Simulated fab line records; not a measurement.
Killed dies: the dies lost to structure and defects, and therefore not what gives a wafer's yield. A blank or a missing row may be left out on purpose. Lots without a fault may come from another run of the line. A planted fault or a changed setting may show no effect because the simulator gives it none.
Lot-split experiment | flow n5Finfet | 7 lots, 39 wafers read, on a route of 1938 steps

THE SPLIT
At N5_HKMG_FIN_EXPOSE_09 (exposes mask NWFM), the setting doseMj was moved away from the recipe's 39.25 on 12 of the 39 wafers read, by -7.6% to +5.7%. For the rest of the wafers, this setting stayed at what the recipe calls for.

FROM THE SPLIT TO THE READING: what the file shows between them, 2 steps
- N5_HKMG_FIN_PEB_10: peb time 60 s
- N5_HKMG_FIN_DEVELOP_11: develop time 30 s

THE READING
cdNm, in nm, at N5_HKMG_FIN_CD_MEAS_12 (target cd 92.8 nm). Typical for fault-free wafers on this fab line: 92.7 nm, with standard deviation 0.56 nm.

wafer  | tool, chamber at the split | doseMj as run | against the recipe | cdNm, nm | against lot-mates on the recipe
L074.1 | arfiScanner-02, 0          | 41.5          | +5.7%              | 96.9     | +4.3
L074.2 | arfiScanner-02, 0          | 41.5          | +5.7%              | 96.5     | +3.9
L074.3 | arfiScanner-02, 0          | 41.5          | +5.7%              | 96.3     | +3.7
L074.4 | arfiScanner-02, 0          | 39.25         | recipe             | 92.4     | -
L074.5 | arfiScanner-02, 0          | 39.25         | recipe             | 92.9     | -
L074.6 | arfiScanner-02, 0          | 39.25         | recipe             | 92.5     | -
L078.1 | arfiScanner-03, 0          | 36.26         | -7.6%              | 87.3     | -5.2
L078.2 | arfiScanner-03, 0          | 39.25         | recipe             | 92.8     | -
L078.3 | arfiScanner-03, 0          | 36.26         | -7.6%              | 87.4     | -5.1
L078.4 | arfiScanner-03, 0          | 36.26         | -7.6%              | 88.1     | -4.4
L078.5 | arfiScanner-03, 0          | 39.25         | recipe             | 92.9     | -
L078.6 | arfiScanner-03, 0          | 39.25         | recipe             | 91.9     | -
L081.1 | arfiScanner-02, 0          | 39.25         | recipe             | 92.5     | -
L081.2 | arfiScanner-02, 0          | 39.25         | recipe             | 92.4     | -
L081.3 | arfiScanner-02, 0          | 39.25         | recipe             | 92.4     | -
L081.4 | arfiScanner-02, 0          | 39.25         | recipe             | 92.9     | -
L081.5 | arfiScanner-02, 0          | 39.25         | recipe             | 92.4     | -
L081.6 | arfiScanner-02, 0          | 39.25         | recipe             | 91.7     | -
L085.1 | arfiScanner-01, 0          | 39.25         | recipe             | 91.6     | -
L085.2 | arfiScanner-01, 0          | 39.25         | recipe             | 92.5     | -
L085.3 | arfiScanner-01, 0          | 39.25         | recipe             | 92.1     | -
L085.4 | arfiScanner-01, 0          | 39.25         | recipe             | 91.7     | -
L085.5 | arfiScanner-01, 0          | 39.25         | recipe             | 92.6     | -
L085.6 | arfiScanner-01, 0          | 39.25         | recipe             | 91.5     | -
L089.1 | arfiScanner-02, 0          | 39.25         | recipe             | 92.4     | -
L089.2 | arfiScanner-02, 0          | 39.25         | recipe             | 92.1     | -
L089.3 | arfiScanner-02, 0          | 39.25         | recipe             | 93.0     | -
L089.4 | arfiScanner-02, 0          | 37.77         | -3.8%              | 90.3     | -2.2
L089.5 | arfiScanner-02, 0          | 37.77         | -3.8%              | 89.5     | -3.0
L089.6 | arfiScanner-02, 0          | 37.77         | -3.8%              | 90.2     | -2.3
L094.2 | arfiScanner-02, 0          | 39.25         | recipe             | 93.0     | -
L094.3 | arfiScanner-02, 0          | 39.25         | recipe             | 93.1     | -
L094.4 | arfiScanner-02, 0          | 39.25         | recipe             | 93.3     | -
L095.1 | arfiScanner-03, 0          | 40.43         | +3.0%              | 94.5     | +2.3
L095.2 | arfiScanner-03, 0          | 39.25         | recipe             | 92.3     | -
L095.3 | arfiScanner-03, 0          | 39.25         | recipe             | 92.0     | -
L095.4 | arfiScanner-03, 0          | 40.43         | +3.0%              | 93.8     | +1.6
L095.5 | arfiScanner-03, 0          | 40.43         | +3.0%              | 94.2     | +2.0
L095.6 | arfiScanner-03, 0          | 39.25         | recipe             | 92.4     | -

FIT RESULTS
A straight line over all 39 wafers: cdNm changes by +0.657 nm for each +1% of doseMj; r = +0.97; the points scatter about the line by 0.46 nm.
The same after taking each lot's own level away (the mean of its wafers on the recipe; 39 wafers): +0.662 nm for each +1%; r = +0.99; scatter 0.35 nm.
The reading moves by 5 nm for the largest change in doseMj, on that fit.
Measured against the standard deviation above, the lots' own levels, which go from 92.00 to 93.13 nm, span 2.0 times it.
Hence the lot-to-lot level has little effect on the slope; both slopes agree.
Check: for one of the wafers moved furthest among these (-7.6%), held out of the fit, the line's prediction against its lot-mates is -4.98 nm. It came out at -5.23 nm against them.

ADDITIONAL SPLITS CARRIED BY THESE WAFERS
Before the reading, these wafers also passed through other splits. Each is held against what the fit with the lots' levels taken away leaves over:
other split on the same wafers     | wafers away from the commonest value | r with cdNm (lot level and that fit taken away)
N5_WELL_APT_EXPOSE_05 doseMj       | 12                                   | -0.28
N5_DUMMY_GATE_HM_DEP_06 targetThkA | 30                                   | +0.04
N5_HKMG_FIN_EXPOSE_46 doseMj       | 9                                    | -0.24
N5_HKMG_FIN_ETCH_58 biasW          | 18                                   | +0.10

FILE'S OWN FIT
cdNm changes by +0.665 nm for each +1% of doseMj, r = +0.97.
